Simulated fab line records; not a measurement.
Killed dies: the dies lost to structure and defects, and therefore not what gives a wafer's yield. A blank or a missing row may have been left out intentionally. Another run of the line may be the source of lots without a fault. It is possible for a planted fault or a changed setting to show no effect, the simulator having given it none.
Chamber matching || flow n5-finfet || rie-si-04 running N5_DUMMY_GATE_ETCH_23: 4 sister chambers
The step etches poly-Si in HBr/Cl2/O2, target depth 41 nm, time 22.3 s. 4 wafers are shown with their chamber, then 6 later ones without.

## WAFERS WITH THEIR CHAMBER
{"wafer": "L082.6", "chamber": 2, "throttle-valve-pct (%)": 37.84}
{"wafer": "L093.2", "chamber": 0, "throttle-valve-pct (%)": 37.23}
{"wafer": "L093.4", "chamber": 1, "throttle-valve-pct (%)": 37.12}
{"wafer": "L093.5", "chamber": 3, "throttle-valve-pct (%)": 36.97}

## WAFERS WITHOUT THEIR CHAMBER
{"wafer": "L096.2", "throttle-valve-pct (%)": 37.23}
{"wafer": "L096.4", "throttle-valve-pct (%)": 37.84}
{"wafer": "L096.6", "throttle-valve-pct (%)": 37.21}
{"wafer": "L097.4", "throttle-valve-pct (%)": 37.22}
{"wafer": "L097.5", "throttle-valve-pct (%)": 37.12}
{"wafer": "L097.6", "throttle-valve-pct (%)": 37.85}

## WHICH CHAMBER EACH ONE RAN IN
{"wafer": "L096.2", "from the rows above": 0, "in truth": 0}
{"wafer": "L096.4", "from the rows above": 2, "in truth": 2}
{"wafer": "L096.6", "from the rows above": 0, "in truth": 0}
{"wafer": "L097.4", "from the rows above": 0, "in truth": 0}
{"wafer": "L097.5", "from the rows above": 1, "in truth": 1}
{"wafer": "L097.6", "from the rows above": 2, "in truth": 2}
Correctly placed: 6 of 6. Number that these rows cannot place: 0. Wrongly placed: 0.
How it was worked out, from the rows above alone: a wafer's distance from a chamber is the root of the sum, over the readings, of the square of ((its reading less the chamber's mean) divided by the reading's scatter). The wafer belongs to the nearest chamber; if the next one is less than 2 further off, it can't be placed. Each chamber's mean is taken over the wafers shown for it. The scatter: with one shown wafer a chamber, the root of the mean of the squares of how far each hidden wafer lies from its nearest shown one.
